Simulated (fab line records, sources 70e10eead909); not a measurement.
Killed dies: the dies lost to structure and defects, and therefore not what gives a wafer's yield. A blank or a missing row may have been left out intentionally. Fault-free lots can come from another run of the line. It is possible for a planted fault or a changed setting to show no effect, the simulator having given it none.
fab line records | flow nandHarc | part 1 of 2: steps 1 to 32 of 43
record lots=5 wafers=15 lastDay=33
route steps=1302 shown P_STI@96 P_GATE@110
lots with no fault: from the same line, run without faults
startH: the number of hours between the record's first day and the start of the first shown wafer of the lot | waitH: hours from the lot's prior step to this one | " same as the row above | L1.1+2: a single row standing in for several wafers | - no value present, or no start provided | * or withheld: withheld | < > ~ a bound
route shown NAME@n: a module of which the file shows steps, and the number in the route of the first | usual: the fault-free wafers' mean and standard deviation | same: alike in all rows | chamber/n: place in a boat | sites: each site's reading | _std_site: how widely they spread, as a standard deviation | _edge_site: inner sites' mean taken away from outer sites' mean | radiusMm: for every site, how far away it sits from the centre of the wafer | mask NAME#n: copy n | behind: the tool/chamber that last shaped the wafer | hold: reason for holding the lot/hours on hold/outcome of the hold | device: the n, p or np transistor that did not switch | end of line: at the end of the route, the tests of the same wafers | step lacking rows: just its recipe | killed: not the wafer's yield, but the dies lost to structure and defects at the first sort | map: per-die view of a wafer (x killed, . not killed, _ where there is no die)
set.NAME: the run value of the setting; set.NAME@STEP: its run value at that earlier step | model.NAME: the simulator's own value behind a step, which no gauge read
lots at selected steps of the route; one table per step, one row per wafer
services: a tool's chamber out of use, with start hour (startH, from the record's first day; less than 0 if before it), hours out, and reason
## steps
# step NHARC_P_STI_OCD_MEAS_43
# usual trenchDepthNm=301/5.5 trenchFootCdNm=158.5/2
# columns lot.wafer tool chamber startH waitH trenchDepthNm trenchFootCdNm
L081.2 ocd-02 - 119.53 - 298 158.4
L081.4 " - " " 298 157.9
L081.6 " - " " 297 158.9
L088.1 ocd-02 - 183.95 - 299 158.4
L088.4 " - " " 314 155.5
L088.5 " - " " 312 157.2
L092.2 ocd-02 - 224.56 - 310 156.0
L092.3 " - " " 299 155.0
L092.6 " - " " 305 158.3
L093.2 ocd-02 - 237.93 - 298 157.6
L093.3 " - " " 312 156.5
L093.4 " - " " 302 159.7
L096.2 ocd-01 - 265.29 - 297 157.2
L096.4 " - " " 297 160.8
L096.6 " - " " 297 156.6
# step NHARC_P_STI_OXIDE_33
# recipe targetThkA=100 tempC=1000 oxTimeS=281 material=SiO2
# usual spikeTcLowerC=999.3/1.4
# columns lot.wafer tool chamber startH waitH spikeTcLowerC
L081.2 furnace-02 0 124.11 4.6 1000.3
L081.4 " 0 " " 997.7
L081.6 " 0 " " 998.3
L088.1 furnace-05 0 188.66 4.7 1000.8
L088.4 " 0 " " 999.7
L088.5 " 0 " " 1003.2
L092.2 furnace-02 0 228.39 3.8 998.2
L092.3 " 0 " " 1001.1
L092.6 " 0 " " 997.8
L093.2 furnace-05 0 243.65 5.7 998.9
L093.3 " 0 " " 1000.0
L093.4 " 0 " " 1000.8
L096.2 furnace-02 0 271.66 6.4 997.4
L096.4 " 0 " " 1000.4
L096.6 " 0 " " 998.3
# step NHARC_P_STI_HDPCVD_20
# recipe targetThkA=withheld sigmaOpenFrac=withheld material=SiO2
# columns lot.wafer tool chamber startH waitH
L081.2+4+6 hdpcvd-01 1,0,0 128.89 0.5
L088.1+4+5 hdpcvd-01 0 198.13 5.2
L092.2+3+6 hdpcvd-01 0,1,1 233.12 0.4
L093.2+4+3 hdpcvd-01 0,0,1 248.33 0.4
L096.2+4+6 hdpcvd-01 1,0,1 276.33 0.4
# step NHARC_P_STI_ANNEAL_34
# recipe tempC=1000 timeS=1800
# usual spikeTcLowerC=999.3/1.4
# columns lot.wafer tool chamber startH waitH spikeTcLowerC
L081.2 furnace-02 0 138.84 9.9 999.4
L081.4 " 0 " " 998.5
L081.6 " 0 " " 999.8
L088.1 furnace-02 0 204.45 6.2 998.4
L088.4 " 0 " " 999.5
L088.5 " 0 " " 999.2
L092.2 furnace-05 0 239.21 6.0 1001.0
L092.3 " 0 " " 1000.4
L092.6 " 0 " " 1002.1
L093.2 furnace-02 0 255.40 7.0 1001.1
L093.3 " 0 " " 998.1
L093.4 " 0 " " 997.7
L096.2 furnace-04 0 280.08 3.7 998.2
L096.4 " 0 " " 999.1
L096.6 " 0 " " 998.7
# step NHARC_P_STI_CMP_21
# recipe tOverpolishS=20 targetThkNm=380.67
# usual motorCurrentA=12.2/1.1 overpolishRunS=20.000/0.0082
# columns lot.wafer tool chamber startH waitH motorCurrentA overpolishRunS
L081.2 cmp-03 2 143.78 0.4 11.5 20.009
L081.4 " 3 " " 13.1 19.984
L081.6 " 1 " " 12.5 19.992
L088.4 cmp-04 0 209.42 0.4 11.4 19.987
L088.1 " 1 " " 10.7 19.981
L088.5 " 3 " " 13.7 20.002
L092.2 cmp-02 1 244.01 0.4 12.3 19.990
L092.3 " 3 " " 12.4 20.007
L092.6 " 2 " " 10.6 19.994
L093.3 cmp-04 1 260.23 0.4 9.8 20.010
L093.2 " 2 " " 13.7 19.996
L093.4 " 3 " " 13.7 20.009
L096.2 cmp-04 1 284.98 0.4 10.6 20.009
L096.4 " 2 " " 13.6 20.008
L096.6 " 0 " " 12.0 20.003
# step NHARC_P_STI_SRD_35
# columns lot.wafer tool chamber startH waitH
L081.6+2+4 wetBench-09 6,7,3 144.03 0.0
L088.1+5+4 wetBench-06 2,3,6 209.68 0.0
L092.3+6+2 wetBench-06 2,3,5 244.32 0.0
L093.3+2+4 wetBench-06 0,1,4 260.50 0.0
L096.4+6+2 wetBench-06 2,3,5 285.26 0.0
# step NHARC_P_STI_ETCH_36
# recipe targetDepthA=388 chemistry=dHF material=SiO2
# columns lot.wafer tool chamber startH waitH
L081.6+2+4 wetBench-09 6,7,3 144.06 0.0
L088.1+5+4 wetBench-06 2,3,6 209.70 0.0
L092.3+6+2 wetBench-06 2,3,5 244.34 0.0
L093.3+2+4 wetBench-06 0,1,4 260.53 0.0
L096.4+6+2 wetBench-06 2,3,5 285.28 0.0
# step NHARC_P_STI_STRIP_24
# recipe tempC=160 chemistry=H3PO4 material=Si3N4
# columns lot.wafer tool chamber startH waitH
L081.6+2+4 wetBench-09 6,7,3 144.08 0.0
L088.1+5+4 wetBench-06 2,3,6 209.72 0.0
L092.3+6+2 wetBench-06 2,3,5 244.35 0.0
L093.3+2+4 wetBench-06 0,1,4 260.54 0.0
L096.4+6+2 wetBench-06 2,3,5 285.30 0.0
# step NHARC_P_STI_ETCH_37
# recipe targetDepthA=110 chemistry=dHF material=SiO2
# columns lot.wafer tool chamber startH waitH
L081.6+2+4 wetBench-09 6,7,3 - -
L088.1+5+4 wetBench-06 2,3,6 - -
L092.3+6+2 wetBench-06 2,3,5 - -
L093.3+2+4 wetBench-06 0,1,4 - -
L096.4+6+2 wetBench-06 2,3,5 - -
# step NHARC_P_STI_PRECLEAN_38
# recipe timeS=* tempC=50 bathAgeMin=0 chemistry=SC1
# columns lot.wafer tool chamber startH waitH
L081.6+2+4 wetBench-09 6,7,3 - -
L088.1+5+4 wetBench-06 2,3,6 - -
L092.3+6+2 wetBench-06 2,3,5 - -
L093.3+2+4 wetBench-06 0,1,4 - -
L096.4+6+2 wetBench-06 2,3,5 - -
# step NHARC_P_STI_SRD_39
# columns lot.wafer tool chamber startH waitH
L081.6+2+4 wetBench-09 6,7,3 - -
L088.1+5+4 wetBench-06 2,3,6 - -
L092.3+6+2 wetBench-06 2,3,5 - -
L093.3+2+4 wetBench-06 0,1,4 - -
L096.4+6+2 wetBench-06 2,3,5 - -
# step NHARC_P_STI_OXIDE_40
# recipe targetThkA=100 tempC=900 oxTimeS=1362 material=SiO2
# usual spikeTcLowerC=899.5/1.2
# columns lot.wafer tool chamber startH waitH spikeTcLowerC
L081.2 furnace-02 0 149.33 - 898.1
L081.4 " 0 " " 898.6
L081.6 " 0 " " 899.2
L088.1 furnace-05 0 213.14 - 901.1
L088.4 " 0 " " 899.7
L088.5 " 0 " " 901.1
L092.2 furnace-04 0 249.01 - 899.8
L092.3 " 0 " " 897.7
L092.6 " 0 " " 898.6
L093.2 furnace-05 0 265.59 - 899.6
L093.3 " 0 " " 901.1
L093.4 " 0 " " 900.1
L096.2 furnace-05 0 290.12 - 900.6
L096.4 " 0 " " 900.7
L096.6 " 0 " " 902.4
# step NHARC_P_STI_INSPECT_25
# usual rawDefectCount=230/79
# columns lot.wafer tool chamber startH waitH rawDefectCount
L081.2 defectInspect-02 - 153.37 0.4 223
L081.4 " - " " 223
L081.6 " - " " 186
L088.1 defectInspect-02 - 217.14 0.4 146
L088.4 " - " " 132
L088.5 " - " " 175
L092.2 defectInspect-01 - 253.04 0.4 128
L092.3 " - " " 252
L092.6 " - " " 325
L093.2 defectInspect-02 - 269.68 0.4 151
L093.3 " - " " 133
L093.4 " - " " 115
L096.2 defectInspect-02 - 294.15 0.4 222
L096.4 " - " " 253
L096.6 " - " " 448
# step NHARC_P_GATE_ETCH_69
# recipe targetDepthA=140 chemistry=dHF material=SiO2
# columns lot.wafer tool chamber startH waitH
L081.6+2+4 wetBench-03 2,3,5 153.42 0.0
L088.4+1+5 wetBench-01 4,5,7 217.22 0.1
L092.2+3+6 wetBench-01 0,2,5 253.09 0.0
L093.3+2+4 wetBench-04 6,2,3 269.73 0.0
L096.4+2+6 wetBench-04 1,3,4 294.23 0.1
# step NHARC_P_GATE_PRECLEAN_70
# recipe timeS=* tempC=50 bathAgeMin=0 chemistry=SC1
# columns lot.wafer tool chamber startH waitH
L081.6+2+4 wetBench-03 2,3,5 153.52 0.1
L088.4+1+5 wetBench-01 4,5,7 217.29 0.1
L092.2+3+6 wetBench-01 0,2,5 253.18 0.1
L093.3+2+4 wetBench-04 6,2,3 269.84 0.1
L096.4+2+6 wetBench-04 1,3,4 294.30 0.1
# step NHARC_P_GATE_SRD_01
# columns lot.wafer tool chamber startH waitH
L081.6+2+4 wetBench-03 2,3,5 - -
L088.4+1+5 wetBench-01 4,5,7 - -
L092.2+3+6 wetBench-01 0,2,5 - -
L093.3+2+4 wetBench-04 6,2,3 - -
L096.4+2+6 wetBench-04 1,3,4 - -
# step NHARC_P_GATE_OXIDE_02
# recipe targetThkA=375 tempC=950 pH2oTorr=720 oxTimeS=365 material=SiO2
# usual spikeTcLowerC=951.1/1.7
# columns lot.wafer tool chamber startH waitH spikeTcLowerC
L081.2 furnace-07 0 156.72 - 947.9
L081.4 " 0 " " 947.0
L081.6 " 0 " " 946.8
L088.1 furnace-03 0 220.63 - 949.7
L088.4 " 0 " " 952.0
L088.5 " 0 " " 949.6
L092.2 furnace-08 0 256.76 - 952.1
L092.3 " 0 " " 952.6
L092.6 " 0 " " 951.7
L093.2 furnace-08 0 273.42 - 952.2
L093.3 " 0 " " 952.4
L093.4 " 0 " " 951.9
L096.2 furnace-08 0 297.88 - 951.7
L096.4 " 0 " " 952.9
L096.6 " 0 " " 952.2
# step NHARC_P_GATE_DEHYDRATE_03
# recipe tempC=150 timeS=120
# usual chillPlateTempC=23.00/0.11
# columns lot.wafer tool chamber startH waitH chillPlateTempC
L081.2 lithoTrack-07 0 161.31 0.4 23.10
L081.4 " 0 " " 23.03
L081.6 " 0 " " 23.10
L088.1 lithoTrack-07 0 225.21 0.4 23.02
L088.4 " 0 " " 22.91
L088.5 " 0 " " 22.91
L092.2 lithoTrack-02 0 261.39 0.4 22.94
L092.3 " 0 " " 22.88
L092.6 " 0 " " 23.09
L093.2 lithoTrack-02 0 278.06 0.4 22.91
L093.3 " 0 " " 23.08
L093.4 " 0 " " 22.94
L096.2 lithoTrack-02 0 302.46 0.4 22.95
L096.4 " 0 " " 23.04
L096.6 " 0 " " 22.96
# step NHARC_P_GATE_HMDS_04
# recipe timeS=30
# usual chillPlateTempC=23.01/0.11
# columns lot.wafer tool chamber startH waitH chillPlateTempC
L081.2 lithoTrack-07 0 - - 23.08
L081.4 " 0 " " 23.10
L081.6 " 0 " " 23.15
L088.1 lithoTrack-07 0 - - 22.93
L088.4 " 0 " " 23.00
L088.5 " 0 " " 22.96
L092.2 lithoTrack-02 0 - - 23.09
L092.3 " 0 " " 22.74
L092.6 " 0 " " 23.09
L093.2 lithoTrack-02 0 - - 22.99
L093.3 " 0 " " 23.12
L093.4 " 0 " " 23.06
L096.2 lithoTrack-02 0 - - 23.03
L096.4 " 0 " " 22.97
L096.6 " 0 " " 23.03
# step NHARC_P_GATE_COAT_05
# recipe spinRpm=4690
# usual chillPlateTempC=23.00/0.12
# columns lot.wafer tool chamber startH waitH chillPlateTempC
L081.2 lithoTrack-07 0 - - 22.99
L081.4 " 0 " " 22.98
L081.6 " 0 " " 23.01
L088.1 lithoTrack-07 0 - - 22.97
L088.4 " 0 " " 22.84
L088.5 " 0 " " 22.95
L092.2 lithoTrack-02 0 - - 22.96
L092.3 " 0 " " 23.09
L092.6 " 0 " " 23.16
L093.2 lithoTrack-02 0 - - 22.83
L093.3 " 0 " " 22.97
L093.4 " 0 " " 22.88
L096.2 lithoTrack-02 0 - - 23.10
L096.4 " 0 " " 22.90
L096.6 " 0 " " 23.16
# step NHARC_P_GATE_SOFTBAKE_06
# recipe tempC=122 timeS=95
# usual chillPlateTempC=23.00/0.12
# columns lot.wafer tool chamber startH waitH chillPlateTempC
L081.2 lithoTrack-07 0 - - 22.92
L081.4 " 0 " " 22.84
L081.6 " 0 " " 22.93
L088.1 lithoTrack-07 0 - - 22.85
L088.4 " 0 " " 23.02
L088.5 " 0 " " 22.87
L092.2 lithoTrack-02 0 - - 23.13
L092.3 " 0 " " 23.14
L092.6 " 0 " " 23.14
L093.2 lithoTrack-02 0 - - 23.11
L093.3 " 0 " " 22.99
L093.4 " 0 " " 22.91
L096.2 lithoTrack-02 0 - - 22.94
L096.4 " 0 " " 22.84
L096.6 " 0 " " 23.03
# step NHARC_P_GATE_EBR_07
# usual chillPlateTempC=23.01/0.1
# columns lot.wafer tool chamber startH waitH chillPlateTempC
L081.2 lithoTrack-07 0 - - 23.03
L081.4 " 0 " " 23.04
L081.6 " 0 " " 23.07
L088.1 lithoTrack-07 0 - - 23.08
L088.4 " 0 " " 23.11
L088.5 " 0 " " 23.06
L092.2 lithoTrack-02 0 - - 23.18
L092.3 " 0 " " 23.01
L092.6 " 0 " " 23.10
L093.2 lithoTrack-02 0 - - 23.03
L093.3 " 0 " " 22.98
L093.4 " 0 " " 22.93
L096.2 lithoTrack-02 0 - - 22.93
L096.4 " 0 " " 23.10
L096.6 " 0 " " 22.85
# step NHARC_P_GATE_EXPOSE_08
# recipe na=0.6 doseMj=16.75 maskId=P_HV
# usual focusOffsetNm=0.1/0.49
# columns lot.wafer tool chamber startH waitH mask focusOffsetNm
L081.2 krfScanner-03 0 161.74 - P_HV#0 -0.4
L081.4 " 0 " " P_HV#0 0.7
L081.6 " 0 " " P_HV#0 -0.6
L088.1 krfScanner-01 0 225.39 - P_HV#0 0.1
L088.4 " 0 " " P_HV#0 0.1
L088.5 " 0 " " P_HV#0 0.6
L092.2 krfScanner-01 0 261.54 - P_HV#0 0.2
L092.3 " 0 " " P_HV#0 0.7
L092.6 " 0 " " P_HV#0 0.2
L093.2 krfScanner-01 0 278.21 - P_HV#0 0.5
L093.3 " 0 " " P_HV#0 -0.4
L093.4 " 0 " " P_HV#0 0.4
L096.2 krfScanner-03 0 302.74 - P_HV#0 0.0
L096.4 " 0 " " P_HV#0 0.5
L096.6 " 0 " " P_HV#0 0.2
# step NHARC_P_GATE_PEB_09
# recipe pebTempC=118 pebTimeS=85
# usual chillPlateTempC=23.02/0.1
# columns lot.wafer tool chamber startH waitH chillPlateTempC
L081.2 lithoTrack-03 0 161.81 0.1 23.07
L081.4 " 0 " " 23.20
L081.6 " 0 " " 23.13
L088.1 lithoTrack-07 0 225.46 0.1 23.03
L088.4 " 0 " " 23.22
L088.5 " 0 " " 22.98
L092.2 lithoTrack-03 0 261.60 0.1 22.89
L092.3 " 0 " " 22.80
L092.6 " 0 " " 22.97
L093.2 lithoTrack-07 0 278.27 0.1 23.02
L093.3 " 0 " " 23.05
L093.4 " 0 " " 22.91
L096.2 lithoTrack-07 0 302.80 0.1 23.11
L096.4 " 0 " " 23.13
L096.6 " 0 " " 23.10
# step NHARC_P_GATE_DEVELOP_10
# recipe timeS=70
# usual chillPlateTempC=22.99/0.11
# columns lot.wafer tool chamber startH waitH chillPlateTempC
L081.2 lithoTrack-03 0 - - 23.04
L081.4 " 0 " " 23.26
L081.6 " 0 " " 23.14
L088.1 lithoTrack-07 0 - - 23.05
L088.4 " 0 " " 22.99
L088.5 " 0 " " 22.99
L092.2 lithoTrack-03 0 - - 23.05
L092.3 " 0 " " 23.12
L092.6 " 0 " " 23.23
L093.2 lithoTrack-07 0 - - 22.95
L093.3 " 0 " " 22.88
L093.4 " 0 " " 22.91
L096.2 lithoTrack-07 0 - - 22.96
L096.4 " 0 " " 22.98
L096.6 " 0 " " 22.86
# step NHARC_P_GATE_CD_MEAS_11
# recipe targetCdNm=1640 landingEnergyEv=500
# usual cdNm=1639.9/1.4
# columns lot.wafer tool chamber startH waitH cdNm
L081.2 cdSem-01 0 161.90 - 1639.1
L081.4 " 0 " " 1641.9
L081.6 " 0 " " 1638.8
L088.1 cdSem-02 0 225.55 - 1638.9
L088.4 " 0 " " 1640.1
L088.5 " 0 " " 1639.6
L092.2 cdSem-03 0 261.69 - 1639.8
L092.3 " 0 " " 1641.6
L092.6 " 0 " " 1639.9
L093.2 cdSem-01 0 278.37 - 1642.4
L093.3 " 0 " " 1640.5
L093.4 " 0 " " 1640.6
L096.2 cdSem-03 0 302.89 - 1640.6
L096.4 " 0 " " 1639.0
L096.6 " 0 " " 1639.4
# step NHARC_P_GATE_HARDBAKE_12
# recipe tempC=125 timeS=80
# usual chillPlateTempC=22.99/0.11
# columns lot.wafer tool chamber startH waitH chillPlateTempC
L081.2 lithoTrack-02 0 161.98 - 23.10
L081.4 " 0 " " 23.21
L081.6 " 0 " " 23.17
L088.1 lithoTrack-02 0 225.63 - 23.02
L088.4 " 0 " " 22.89
L088.5 " 0 " " 22.98
L092.2 lithoTrack-07 0 261.77 - 22.79
L092.3 " 0 " " 22.77
L092.6 " 0 " " 22.91
L093.2 lithoTrack-07 0 278.45 - 23.03
L093.3 " 0 " " 22.96
L093.4 " 0 " " 22.99
L096.2 lithoTrack-03 0 302.97 - 23.09
L096.4 " 0 " " 23.11
L096.6 " 0 " " 22.85
# step NHARC_P_GATE_DESCUM_13
# recipe timeS=3 o2FlowSccm=200 arFlowSccm=0 biasPowerW=0 chemistry=O2
# usual drypumpMotorCurrentA=5.8/0.36 o2FlowSccm=200.0/0.59 oesProductAu=0.997/0.0093 rfVppV=57.8/0.87 showerheadPlenumPTorr=1.93/0.084 throttleValvePct=11.311/0.0086
# columns lot.wafer tool chamber startH waitH drypumpMotorCurrentA o2FlowSccm oesProductAu rfHoursCounterH rfVppV showerheadPlenumPTorr throttleValvePct
L081.2 rieDiel-13 0 162.07 - 5.3 201.7 0.983 9.6 57.2 1.96 11.317
L081.4 " 1 " " 5.8 200.1 0.991 10.6 57.2 1.90 11.321
L081.6 " 0 " " 5.2 200.9 0.987 - 58.5 1.96 11.308
L088.4 rieDiel-02 1 225.72 - 5.6 200.4 0.990 0 58.2 1.98 11.306
L088.1 " 3 " " 5.8 199.2 0.989 0 56.9 1.95 11.310
L088.5 " 0 " " 5.8 200.2 0.997 - 58.3 2.03 11.309
L092.3 rieDiel-13 0 261.88 - 5.3 200.2 1.009 3.9 56.8 1.96 11.311
L092.2 " 1 " " 5.8 199.3 0.995 3.4 58.1 1.90 11.304
L092.6 " 2 " " 5.4 199.3 0.987 - 57.3 2.06 11.314
L093.2 rieDiel-02 3 278.54 - 5.8 199.8 1.003 3.4 59.5 1.95 11.294
L093.4 " 0 " " 5.8 200.2 0.996 3.8 57.5 2.03 11.316
L093.3 " 1 " " 5.6 200.0 1.010 3.8 59.1 1.98 11.307
L096.2 rieDiel-02 0 303.08 - 5.8 199.4 0.999 5.1 58.9 2.03 11.303
L096.6 " 2 " " 5.9 200.3 0.993 - 58.0 1.84 11.304
L096.4 " 3 " " 5.8 200.6 0.991 - 58.0 1.95 11.304
# step NHARC_P_GATE_ETCH_14
# recipe targetDepthA=488 chemistry=dHF material=SiO2
# columns lot.wafer tool chamber startH waitH
L081.6+2+4 wetBench-01 6,7,2 162.19 0.1
L088.4+5+1 wetBench-04 4,6,7 225.85 0.1
L092.2+6+3 wetBench-04 6,7,0 262.00 0.1
L093.2+3+4 wetBench-03 6,7,2 278.66 0.1
L096.2+6+4 wetBench-04 5,6,7 303.22 0.1
# step NHARC_P_GATE_STRIP_15
# recipe timeS=780 tempC=130 chemistry=SPM
# columns lot.wafer tool chamber startH waitH
L081.6+2+4 wetBench-01 6,7,2 162.23 0.0
L088.4+5+1 wetBench-04 4,6,7 225.89 0.0
L092.2+6+3 wetBench-04 6,7,0 262.05 0.0
L093.2+3+4 wetBench-03 6,7,2 278.70 0.0
L096.2+6+4 wetBench-04 5,6,7 303.26 0.0
# step NHARC_P_GATE_PRECLEAN_71
# recipe timeS=* tempC=50 bathAgeMin=0 chemistry=SC1
# columns lot.wafer tool chamber startH waitH
L081.6+2+4 wetBench-01 6,7,2 - -
L088.4+5+1 wetBench-04 4,6,7 - -
L092.2+6+3 wetBench-04 6,7,0 - -
L093.2+3+4 wetBench-03 6,7,2 - -
L096.2+6+4 wetBench-04 5,6,7 - -
# step NHARC_P_GATE_SRD_72
# columns lot.wafer tool chamber startH waitH
L081.6+2+4 wetBench-01 6,7,2 - -
L088.4+5+1 wetBench-04 4,6,7 - -
L092.2+6+3 wetBench-04 6,7,0 - -
L093.2+3+4 wetBench-03 6,7,2 - -
L096.2+6+4 wetBench-04 5,6,7 - -
